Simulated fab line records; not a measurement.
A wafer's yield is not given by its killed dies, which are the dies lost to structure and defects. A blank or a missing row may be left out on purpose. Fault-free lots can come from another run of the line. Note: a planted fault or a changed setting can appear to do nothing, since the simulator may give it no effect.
Matching of chambers :: flow n5-finfet :: 4 sister chambers for N5_BEOL_M2_ETCH_77 on rie-diel-04
The step etches underlayer in N2/H2, target depth 6.5 nm, time 5.2 s. 18 wafers are shown with their chamber, then 9 later ones without.

WAFERS WITH THEIR CHAMBER
wafer: L076.1
chamber: 1
showerhead-plenum-p-Torr (Torr): 2.51
drypump-motor-current-A (A): 6.0
throttle-valve-pct (%): 18.05

wafer: L076.2
chamber: 3
showerhead-plenum-p-Torr (Torr): 2.51
drypump-motor-current-A (A): 6.4
throttle-valve-pct (%): 18.36

wafer: L076.4
chamber: 2
showerhead-plenum-p-Torr (Torr): 2.48
drypump-motor-current-A (A): 6.0
throttle-valve-pct (%): 17.83

wafer: L084.4
chamber: 2
showerhead-plenum-p-Torr (Torr): 2.47
drypump-motor-current-A (A): 6.0
throttle-valve-pct (%): 17.85

wafer: L084.5
chamber: 0
showerhead-plenum-p-Torr (Torr): 2.70
drypump-motor-current-A (A): 6.2
throttle-valve-pct (%): 18.12

wafer: L084.6
chamber: 1
showerhead-plenum-p-Torr (Torr): 2.50
drypump-motor-current-A (A): 6.0
throttle-valve-pct (%): 17.66

wafer: L088.1
chamber: 0
showerhead-plenum-p-Torr (Torr): 2.70
drypump-motor-current-A (A): 6.1
throttle-valve-pct (%): 18.15

wafer: L088.2
chamber: 2
showerhead-plenum-p-Torr (Torr): 2.47
drypump-motor-current-A (A): 6.0
throttle-valve-pct (%): 17.87

wafer: L088.4
chamber: 3
showerhead-plenum-p-Torr (Torr): 2.51
drypump-motor-current-A (A): 6.4
throttle-valve-pct (%): 18.39

wafer: L089.1
chamber: 1
showerhead-plenum-p-Torr (Torr): 2.49
drypump-motor-current-A (A): 6.0
throttle-valve-pct (%): 17.68

wafer: L089.5
chamber: 1
showerhead-plenum-p-Torr (Torr): 2.50
drypump-motor-current-A (A): 6.0
throttle-valve-pct (%): 17.68

wafer: L089.6
chamber: 2
showerhead-plenum-p-Torr (Torr): 2.47
drypump-motor-current-A (A): 6.0
throttle-valve-pct (%): 17.85

wafer: L091.1
chamber: 1
showerhead-plenum-p-Torr (Torr): 2.50
drypump-motor-current-A (A): 6.0
throttle-valve-pct (%): 17.71

wafer: L091.2
chamber: 0
showerhead-plenum-p-Torr (Torr): 2.70
drypump-motor-current-A (A): 6.2
throttle-valve-pct (%): 18.17

wafer: L091.3
chamber: 2
showerhead-plenum-p-Torr (Torr): 2.47
drypump-motor-current-A (A): 6.0
throttle-valve-pct (%): 17.87

wafer: L091.4
chamber: 0
showerhead-plenum-p-Torr (Torr): 2.70
drypump-motor-current-A (A): 6.2
throttle-valve-pct (%): 18.15

wafer: L091.5
chamber: 1
showerhead-plenum-p-Torr (Torr): 2.50
drypump-motor-current-A (A): 6.0
throttle-valve-pct (%): 17.69

wafer: L091.6
chamber: 2
showerhead-plenum-p-Torr (Torr): 2.47
drypump-motor-current-A (A): 6.0
throttle-valve-pct (%): 17.88

SIGNATURES (averages over the wafers above)
reading: showerhead-plenum-p-Torr
chamber 0: 2.7000
chamber 1: 2.5000
chamber 2: 2.4717
chamber 3: 2.5100
scatter within a chamber: 0.0045

reading: drypump-motor-current-A
chamber 0: 6.175
chamber 1: 6.000
chamber 2: 6.000
chamber 3: 6.400
scatter within a chamber: 0.0231

reading: throttle-valve-pct
chamber 0: 18.1475
chamber 1: 17.7450
chamber 2: 17.8583
chamber 3: 18.3750
scatter within a chamber: 0.0912
Rule: a wafer's distance from a chamber is the root of the sum, over the readings, of the square of ((its reading less the chamber's mean) divided by the reading's scatter). If the next closest chamber is less than 2 further off than the closest, the wafer can't be placed; otherwise it belongs to the closest. The scatter: take each reading less its chamber's mean, square it, sum over the shown wafers, divide by the number of wafers less the number of chambers, and take the root.

WAFERS WITHOUT THEIR CHAMBER
wafer: L090.1
showerhead-plenum-p-Torr (Torr): 2.49
drypump-motor-current-A (A): 6.0
throttle-valve-pct (%): 17.69

wafer: L090.4
showerhead-plenum-p-Torr (Torr): 2.47
drypump-motor-current-A (A): 6.0
throttle-valve-pct (%): 17.86

wafer: L090.6
showerhead-plenum-p-Torr (Torr): 2.49
drypump-motor-current-A (A): 6.0
throttle-valve-pct (%): 17.70

wafer: L092.1
showerhead-plenum-p-Torr (Torr): 2.47
drypump-motor-current-A (A): 6.0
throttle-valve-pct (%): 17.86

wafer: L092.2
showerhead-plenum-p-Torr (Torr): 2.50
drypump-motor-current-A (A): 6.0
throttle-valve-pct (%): 17.67

wafer: L092.3
showerhead-plenum-p-Torr (Torr): 2.70
drypump-motor-current-A (A): 6.2
throttle-valve-pct (%): 18.17

wafer: L093.2
showerhead-plenum-p-Torr (Torr): 2.70
drypump-motor-current-A (A): 6.2
throttle-valve-pct (%): 18.18

wafer: L093.3
showerhead-plenum-p-Torr (Torr): 2.49
drypump-motor-current-A (A): 6.0
throttle-valve-pct (%): 17.69

wafer: L093.4
showerhead-plenum-p-Torr (Torr): 2.47
drypump-motor-current-A (A): 6.0
throttle-valve-pct (%): 17.87

WHICH CHAMBER EACH ONE RAN IN
wafer: L090.1
from the rows above: 1
in truth: 1

wafer: L090.4
from the rows above: 2
in truth: 2

wafer: L090.6
from the rows above: 1
in truth: 1

wafer: L092.1
from the rows above: 2
in truth: 2

wafer: L092.2
from the rows above: 1
in truth: 1

wafer: L092.3
from the rows above: 0
in truth: 0

wafer: L093.2
from the rows above: 0
in truth: 0

wafer: L093.3
from the rows above: 1
in truth: 1

wafer: L093.4
from the rows above: 2
in truth: 2
Placed correctly: 9 of 9. Not placeable from these rows: 0. Wrongly placed: 0.
